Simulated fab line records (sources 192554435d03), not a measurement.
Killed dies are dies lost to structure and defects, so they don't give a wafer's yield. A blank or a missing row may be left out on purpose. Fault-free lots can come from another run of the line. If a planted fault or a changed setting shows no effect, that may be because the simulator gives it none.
Chamber matching :: flow n5Finfet :: rieDiel-06 running N5_BEOL_M4_DESCUM_33: 4 sister chambers
The step chemistry O2, time 7 s. 18 wafers are shown with their chamber, then 9 later ones without.

== WAFERS, EACH WITH ITS CHAMBER ==
wafer: L075.1
chamber: 1
showerheadPlenumPTorr (Torr): 2.03
drypumpMotorCurrentA (A): 5.5
throttleValvePct (%): 19.87

wafer: L075.2
chamber: 3
showerheadPlenumPTorr (Torr): 2.03
drypumpMotorCurrentA (A): 5.5
throttleValvePct (%): 20.46

wafer: L075.6
chamber: 0
showerheadPlenumPTorr (Torr): 2.02
drypumpMotorCurrentA (A): 6.5
throttleValvePct (%): 20.51

wafer: L074.3
chamber: 1
showerheadPlenumPTorr (Torr): 2.03
drypumpMotorCurrentA (A): 5.5
throttleValvePct (%): 19.89

wafer: L074.5
chamber: 1
showerheadPlenumPTorr (Torr): 2.03
drypumpMotorCurrentA (A): 5.5
throttleValvePct (%): 19.89

wafer: L074.6
chamber: 0
showerheadPlenumPTorr (Torr): 2.02
drypumpMotorCurrentA (A): 6.5
throttleValvePct (%): 20.51

wafer: L078.3
chamber: 1
showerheadPlenumPTorr (Torr): 2.03
drypumpMotorCurrentA (A): 5.4
throttleValvePct (%): 19.90

wafer: L078.4
chamber: 0
showerheadPlenumPTorr (Torr): 2.02
drypumpMotorCurrentA (A): 6.5
throttleValvePct (%): 20.52

wafer: L078.6
chamber: 0
showerheadPlenumPTorr (Torr): 2.02
drypumpMotorCurrentA (A): 6.5
throttleValvePct (%): 20.56

wafer: L080.2
chamber: 2
showerheadPlenumPTorr (Torr): 2.15
drypumpMotorCurrentA (A): 5.3
throttleValvePct (%): 20.30

wafer: L080.5
chamber: 1
showerheadPlenumPTorr (Torr): 2.03
drypumpMotorCurrentA (A): 5.5
throttleValvePct (%): 19.89

wafer: L080.6
chamber: 3
showerheadPlenumPTorr (Torr): 2.03
drypumpMotorCurrentA (A): 5.5
throttleValvePct (%): 20.49

wafer: L083.3
chamber: 3
showerheadPlenumPTorr (Torr): 2.03
drypumpMotorCurrentA (A): 5.5
throttleValvePct (%): 20.48

wafer: L083.5
chamber: 3
showerheadPlenumPTorr (Torr): 2.03
drypumpMotorCurrentA (A): 5.5
throttleValvePct (%): 20.50

wafer: L083.6
chamber: 0
showerheadPlenumPTorr (Torr): 2.02
drypumpMotorCurrentA (A): 6.5
throttleValvePct (%): 20.53

wafer: L086.1
chamber: 0
showerheadPlenumPTorr (Torr): 2.02
drypumpMotorCurrentA (A): 6.5
throttleValvePct (%): 20.56

wafer: L086.5
chamber: 3
showerheadPlenumPTorr (Torr): 2.02
drypumpMotorCurrentA (A): 5.5
throttleValvePct (%): 20.52

wafer: L086.6
chamber: 2
showerheadPlenumPTorr (Torr): 2.14
drypumpMotorCurrentA (A): 5.4
throttleValvePct (%): 20.31

SIGNATURES (means of the wafers above)
reading: showerheadPlenumPTorr
chamber 0: 2.0200
chamber 1: 2.0300
chamber 2: 2.1450
chamber 3: 2.0280
scatter within a chamber: 0.00305

reading: drypumpMotorCurrentA
chamber 0: 6.500
chamber 1: 5.480
chamber 2: 5.350
chamber 3: 5.500
scatter within a chamber: 0.0305

reading: throttleValvePct
chamber 0: 20.5317
chamber 1: 19.8880
chamber 2: 20.3050
chamber 3: 20.4900
scatter within a chamber: 0.0193
Rule: for each reading, subtract the chamber's mean from the wafer's reading, divide by that reading's scatter and square the result; add these up over the readings and take the root, which gives the wafer's distance from the chamber. The wafer belongs to the nearest chamber; if the next one is less than 2 further off, it can't be placed. How the scatter is found: for the shown wafers, subtract from each reading the mean of its chamber, square and add these, divide the total by (wafers less chambers), then take the root.

== WAFERS WITHOUT THEIR CHAMBER ==
wafer: L087.1
showerheadPlenumPTorr (Torr): 2.02
drypumpMotorCurrentA (A): 5.5
throttleValvePct (%): 19.92

wafer: L087.3
showerheadPlenumPTorr (Torr): 2.02
drypumpMotorCurrentA (A): 5.6
throttleValvePct (%): 20.53

wafer: L087.6
showerheadPlenumPTorr (Torr): 2.02
drypumpMotorCurrentA (A): 5.5
throttleValvePct (%): 20.52

wafer: L092.1
showerheadPlenumPTorr (Torr): 2.14
drypumpMotorCurrentA (A): 5.3
throttleValvePct (%): 20.33

wafer: L092.4
showerheadPlenumPTorr (Torr): 2.02
drypumpMotorCurrentA (A): 5.5
throttleValvePct (%): 20.53

wafer: L092.6
showerheadPlenumPTorr (Torr): 2.02
drypumpMotorCurrentA (A): 5.5
throttleValvePct (%): 19.94

wafer: L095.3
showerheadPlenumPTorr (Torr): 2.01
drypumpMotorCurrentA (A): 6.5
throttleValvePct (%): 20.56

wafer: L095.5
showerheadPlenumPTorr (Torr): 2.14
drypumpMotorCurrentA (A): 5.4
throttleValvePct (%): 20.32

wafer: L095.6
showerheadPlenumPTorr (Torr): 2.02
drypumpMotorCurrentA (A): 5.6
throttleValvePct (%): 20.55

== THE CHAMBER EACH PASSED THROUGH ==
wafer: L087.1
from the rows above: 1
in truth: 1

wafer: L087.3
from the rows above: 3
in truth: 3

wafer: L087.6
from the rows above: 3
in truth: 3

wafer: L092.1
from the rows above: 2
in truth: 2

wafer: L092.4
from the rows above: 3
in truth: 3

wafer: L092.6
from the rows above: 1
in truth: 1

wafer: L095.3
from the rows above: 0
in truth: 0

wafer: L095.5
from the rows above: 2
in truth: 2

wafer: L095.6
from the rows above: 3
in truth: 3
Correctly placed: 9 of 9. From these rows, 0 cannot be placed. Placed wrongly: 0.
